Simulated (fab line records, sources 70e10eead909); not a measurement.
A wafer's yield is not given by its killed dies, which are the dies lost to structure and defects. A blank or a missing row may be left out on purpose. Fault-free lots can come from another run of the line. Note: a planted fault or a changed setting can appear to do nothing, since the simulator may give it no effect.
Matching of chambers | flow nand_harc | rie_diel-13 running NHARC_A_STAIRCASE_TRIM_196: 4 sister chambers
The step chemistry O2, time 211.2 s. 14 wafers are shown with their chamber, then 7 later ones without.

== WAFERS PAIRED WITH THEIR CHAMBERS ==
wafer  | chamber | drypump_motor_current_A (A) | showerhead_plenum_p_Torr (Torr) | throttle_valve_pct (%)
L078.2 | 3       | 5.0                         | 3.66                            | 17.051
L078.3 | 1       | 5.2                         | 3.50                            | 17.054
L078.5 | 2       | 5.8                         | 3.38                            | 17.026
L079.2 | 1       | 5.2                         | 3.49                            | 17.037
L079.3 | 2       | 5.8                         | 3.37                            | 17.030
L079.5 | 3       | 5.0                         | 3.65                            | 17.042
L080.1 | 1       | 5.2                         | 3.49                            | 17.021
L080.2 | 2       | 5.8                         | 3.37                            | 17.031
L080.5 | 3       | 5.0                         | 3.65                            | 17.040
L085.2 | 0       | 6.5                         | 3.35                            | 17.029
L085.5 | 1       | 5.2                         | 3.48                            | 17.046
L085.6 | 2       | 5.8                         | 3.36                            | 17.037
L088.3 | 1       | 5.2                         | 3.47                            | 17.050
L088.4 | 0       | 6.4                         | 3.34                            | 17.030

SIGNATURES (means of the wafers above)
reading                  | chamber 0 | chamber 1 | chamber 2 | chamber 3 | scatter within a chamber
drypump_motor_current_A  | 6.450     | 5.200     | 5.800     | 5.000     | 0.0224
showerhead_plenum_p_Torr | 3.3450    | 3.4860    | 3.3700    | 3.6533    | 0.00915
throttle_valve_pct       | 17.02950  | 17.04160  | 17.03100  | 17.04433  | 0.00906
Rule: a wafer's distance from a chamber is the root of the sum, over the readings, of the square of ((its reading less the chamber's mean) divided by the reading's scatter). The wafer belongs to the nearest chamber; if the next one is less than 2 further off, it can't be placed. The scatter: the root of (the sum of the squares of (reading less its chamber's mean) over the shown wafers, divided by (wafers less chambers)).

== WAFERS MISSING THEIR CHAMBER ==
wafer  | drypump_motor_current_A (A) | showerhead_plenum_p_Torr (Torr) | throttle_valve_pct (%)
L088.6 | 6.5                         | 3.34                            | 17.036
L092.2 | 5.2                         | 3.47                            | 17.031
L092.4 | 5.7                         | 3.35                            | 17.036
L092.6 | 5.2                         | 3.47                            | 17.045
L093.1 | 6.5                         | 3.33                            | 17.039
L093.5 | 5.0                         | 3.62                            | 17.040
L093.6 | 5.8                         | 3.34                            | 17.044

== CHAMBER TAKEN BY EACH ==
wafer  | from the rows above | in truth
L088.6 | 0                   | 0
L092.2 | 1                   | 1
L092.4 | 2                   | 2
L092.6 | 1                   | 1
L093.1 | 0                   | 0
L093.5 | 3                   | 3
L093.6 | 2                   | 2
Placed correctly: 7 of 7. From these rows, 0 cannot be placed. Placed wrongly: 0.
